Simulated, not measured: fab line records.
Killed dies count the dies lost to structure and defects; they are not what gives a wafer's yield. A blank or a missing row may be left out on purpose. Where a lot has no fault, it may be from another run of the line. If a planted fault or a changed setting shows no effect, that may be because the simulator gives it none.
A struck lot beside a sound one	flow nand harc	21 out of 1159 route steps
Sound: the wafers L153.2, L153.3, L153.6. Struck: wafer L161.6. (L161.1, L161.3 of the same lot were not struck and are left out.) The cause comes at the end.
Order at every step that has rows: each side's tool, ch and its chambers, its first start. Under that, the readings that differ: sound wafers	struck wafers	difference of the means	sigmas: that difference in standard deviations of wafers without a fault.
alike: a reading whose means differ by less than 2 such deviations, as well as words and numbers matching on both sides. not compared: withheld readings; readings where some wafer has no value; bounds like >300 that might hide an equal value; numbers whose values overlap and for which the record gives no deviation.
Wherever a step has rows on one side only, a row that says differs or no value, or a row with sigmas, the two part there. Non-overlapping numbers with no deviation appear without sigmas and do not part them. Lack of a reading on every wafer of one side parts them only where that side has two or more wafers.

first, 2 steps without rows for these wafers: NHARC_A_CHANNEL_HOLE_D1_ETCH_19 (etches the open film in C4F8/O2/Ar, time 34.5 s); NHARC_A_CHANNEL_HOLE_D1_ETCH_20 (etches the open film in C4F8/O2/Ar, time 361.9 s, target depth 1600 nm).
NHARC_A_CHANNEL_HOLE_D1_ETCH_21: etches the open film in C4F8/O2/Ar, time 514.3 s, target depth 1600 nm.
  sound on har etch-02 ch 1, day 11 21:42; struck on har etch-02 ch 0, day 13 22:43
reading	sound	struck	difference	sigmas
drypump motor current A (A)	6.1 6.1 6.0	5.1	-1.0	-2
  alike: showerhead plenum p Torr, throttle valve pct
  not compared: rf hours counter h
then, 1 step without rows for these wafers: NHARC_A_CHANNEL_HOLE_D1_ETCH_22 (etches the open film in C4F8/O2/Ar, time 666.7 s, target depth 1600 nm).
NHARC_A_CHANNEL_HOLE_D1_ETCH_23: etches the open film in C4F8/O2/Ar, time 819 s, target depth 1600 nm.
  sound on har etch-02 ch 1, day 11 22:44; struck on har etch-02 ch 0, day 13 23:46
reading	sound	struck	difference	sigmas
drypump motor current A (A)	6.0 6.0 6.0	5.1	-0.9	-2
  alike: showerhead plenum p Torr, throttle valve pct
  not compared: rf hours counter h
then, 1 step without rows for these wafers: NHARC_A_CHANNEL_HOLE_D1_ETCH_24 (etches the open film in C4F8/O2/Ar, time 906.2 s, target depth 1500 nm).
NHARC_A_CHANNEL_HOLE_D1_ETCH_25: etches the open film in C4F8/O2/Ar, time 1040.2 s, target depth 1500 nm.
  sound on har etch-02 ch 1, day 12 00:14; struck on har etch-02 ch 0, day 14 01:16
reading	sound	struck	difference	sigmas
drypump motor current A (A)	6.1 6.1 6.1	5.1	-1.0	-2
  alike: showerhead plenum p Torr, throttle valve pct
  not compared: rf hours counter h
NHARC_A_CHANNEL_HOLE_D1_ETCH_26: etches the open film in C4F8/O2/Ar, time 224.1 s, target depth 300 nm.
  sound on har etch-02 ch 1, day 12 00:59; struck on har etch-02 ch 0, day 14 02:02
reading	sound	struck	difference	sigmas
drypump motor current A (A)	6.0 6.1 6.1	5.1	-1.0	-2
  alike: showerhead plenum p Torr, throttle valve pct
  not compared: rf hours counter h
NHARC_A_CHANNEL_HOLE_D1_ETCH_33: etches the open film in C4F8/O2/Ar, time 90 s, target depth 400 nm.
  sound on har etch-02 ch 1, day 12 01:11; struck on har etch-02 ch 0, day 14 02:14
reading	sound	struck	difference	sigmas
drypump motor current A (A)	6.1 6.1 6.1	5.1	-1.0	-2
  alike: showerhead plenum p Torr, throttle valve pct
  not compared: rf hours counter h
then, 3 steps without rows for these wafers: NHARC_A_CHANNEL_HOLE_D1_STRIP_41 (strips in N2/H2); NHARC_A_CHANNEL_HOLE_D1_STRIP_42 (strips in CF4/CHF3); NHARC_A_CHANNEL_HOLE_D1_STRIP_43 (strips in O2/COS).
NHARC_A_CHANNEL_HOLE_D1_ETCH_44: etches the open film in CF4/O2, target depth 140 nm, overetch 14 nm, time 77 s.
  sound on rie diel-04 ch 0,1,2, day 12 01:55; struck on rie diel-07 ch 2, day 14 02:57
reading	sound	struck	difference	sigmas
oes product au (a.u.)	1.004 1.023 1.015	0.983	-0.031	-3
  alike: bias w, drypump motor current A, rf vpp V, showerhead plenum p Torr, throttle valve pct
  not compared: rf hours counter h
then, 3 steps without rows for these wafers: NHARC_A_CHANNEL_HOLE_D1_STRIP_27 (strips in O2); NHARC_A_CHANNEL_HOLE_D1_PRECLEAN_28 (cleans in SC1); NHARC_A_CHANNEL_HOLE_D1_SRD_29.
NHARC_A_CHANNEL_HOLE_D1_CD_MEAS_30:
  sound: cd sem-01 at day 12 02:43; struck: cd sem-02 at day 14 03:46
  alike: cd nm
following that, these wafers have no rows for 1 step: NHARC_A_CHANNEL_HOLE_D1_XSEM_31.
NHARC_A_CHANNEL_HOLE_D1_INSPECT_40:
  sound: defect inspect-02 at day 12 02:53; struck: defect inspect-01 at day 14 03:58
reading	sound	struck	difference	sigmas
raw defect count	34 38 55	1163	+1121	+66
then, 1 step without rows for these wafers: NHARC_A_CHANNEL_FILL_D1_PRECLEAN_00 (cleans in SC1).
-- the record jumps here: 11 days lie between the struck wafers' starts before and after (it left off in module A_CHANNEL_FILL_D1 and takes up again in module END, whose first step shown is number 1159 of the route) --
NHARC_END_SORT_01:
  sound on prober-02 ch 0, day 22 11:13; struck on prober-02 ch 0, day 25 10:34
reading	sound	struck	difference	sigmas
killed at array	29 25 30	139	+111	+11
killed dies	32 27 32	141	+111	+10
  alike: killed at other, killed at periphery, killed open, killed short

## WHERE THEY PART
First at NHARC_A_CHANNEL_HOLE_D1_ETCH_21; last, within this record, at NHARC_END_SORT_01.

WHY: the cause the simulator had injected
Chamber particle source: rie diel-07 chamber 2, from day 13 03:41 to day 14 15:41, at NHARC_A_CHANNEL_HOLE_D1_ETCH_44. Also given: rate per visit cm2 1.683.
